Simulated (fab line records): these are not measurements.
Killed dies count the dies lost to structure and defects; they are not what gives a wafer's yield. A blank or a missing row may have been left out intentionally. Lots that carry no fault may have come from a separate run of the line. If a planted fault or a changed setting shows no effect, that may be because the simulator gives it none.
What tool caused it? || flow nand_harc || 17 wafers from 6 lots sampled at 4 of the route's 1302 steps

## WHAT THE GAUGES READ, wafer by wafer
NHARC_P_GATE_CD_MEAS_91 targets a cd of 2000 nm.
{"lot": "L210", "measured": "day 6 23:01", "on": "cd_sem-01", "cd_nm (nm)": "2000.0 2001.5 2001.6"}
{"lot": "L217", "measured": "day 10 00:22", "on": "cd_sem-03", "cd_nm (nm)": "1998.8 1998.9 1996.7"}
{"lot": "L219", "measured": "day 10 15:08", "on": "cd_sem-03", "cd_nm (nm)": "2000.9 1998.0"}
{"lot": "L225", "measured": "day 13 05:56", "on": "cd_sem-02", "cd_nm (nm)": "1999.7 2001.1 1999.3"}
{"lot": "L228", "measured": "day 14 14:16", "on": "cd_sem-01", "cd_nm (nm)": "1997.2 1999.8 2000.5"}
{"lot": "L230", "measured": "day 15 05:50", "on": "cd_sem-01", "cd_nm (nm)": "2000.0 2000.7 1998.1"}

## WHAT TOOL EACH LOT RAN ON (gives the tool, then ch and the chambers of the sampled wafers, and finally the start)
{"lot": "L210", "NHARC_P_GATE_ETCH_114": "rie_diel-04 ch 0,1,3, day 6 21:34 or earlier", "NHARC_P_GATE_DESCUM_61": "rie_diel-12 ch 1,2, day 6 21:34", "NHARC_P_GATE_STRIP_76": "plasma_asher-01 ch 0,1, day 6 22:14"}
{"lot": "L217", "NHARC_P_GATE_ETCH_114": "rie_diel-12 ch 0,1,2, day 9 22:42 or earlier", "NHARC_P_GATE_DESCUM_61": "rie_diel-09 ch 0,2,3, day 9 22:42", "NHARC_P_GATE_STRIP_76": "plasma_asher-02 ch 0, day 9 23:26"}
{"lot": "L219", "NHARC_P_GATE_ETCH_114": "rie_diel-09 ch 1,2, day 10 13:45 or earlier", "NHARC_P_GATE_DESCUM_61": "rie_diel-09 ch 0,1, day 10 13:45", "NHARC_P_GATE_STRIP_76": "plasma_asher-02 ch 0,1, day 10 14:23"}
{"lot": "L225", "NHARC_P_GATE_ETCH_114": "rie_diel-09 ch 0,3, day 13 04:31 or earlier", "NHARC_P_GATE_DESCUM_61": "rie_diel-04 ch 0,1,3, day 13 04:31", "NHARC_P_GATE_STRIP_76": "plasma_asher-01 ch 0, day 13 05:08"}
{"lot": "L228", "NHARC_P_GATE_ETCH_114": "rie_diel-09 ch 1,2, day 14 12:51 or earlier", "NHARC_P_GATE_DESCUM_61": "rie_diel-12 ch 1,3, day 14 12:51", "NHARC_P_GATE_STRIP_76": "plasma_asher-01 ch 0,1, day 14 13:28"}
{"lot": "L230", "NHARC_P_GATE_ETCH_114": "rie_diel-12 ch 1,2,3, day 15 04:19 or earlier", "NHARC_P_GATE_DESCUM_61": "rie_diel-12 ch 0,2,3, day 15 04:19", "NHARC_P_GATE_STRIP_76": "plasma_asher-02 ch 0,1, day 15 04:56"}
- NHARC_P_GATE_ETCH_114: etches the open film in CF4/O2, target depth 30 nm, overetch 3 nm, time 16.5 s.
- NHARC_P_GATE_DESCUM_61: chemistry O2, time 3 s.
- NHARC_P_GATE_STRIP_76: strips in O2.

## THE ANSWER, worked out from the rows above alone
Rule: the lots themselves supply what counts as usual. Put in order of their means at a reading, lots are off if they are a third of the lots or fewer, leave a main group of 4 or more, and stand apart from it by a gap of 3 or more times the standard deviation of the main group's means; of several such gaps the widest counts. A main group is skipped when, at the precision printed for the reading in the tables above, its means are all equal. Also off: a lot with no number at a reading for which 4 or more lots have one. All remaining lots with rows at the step are treated as sound.
Nothing can be told from this: no lot is off at any reading shown.

## WHAT HAD BEEN PUT IN BY THE SIMULATOR
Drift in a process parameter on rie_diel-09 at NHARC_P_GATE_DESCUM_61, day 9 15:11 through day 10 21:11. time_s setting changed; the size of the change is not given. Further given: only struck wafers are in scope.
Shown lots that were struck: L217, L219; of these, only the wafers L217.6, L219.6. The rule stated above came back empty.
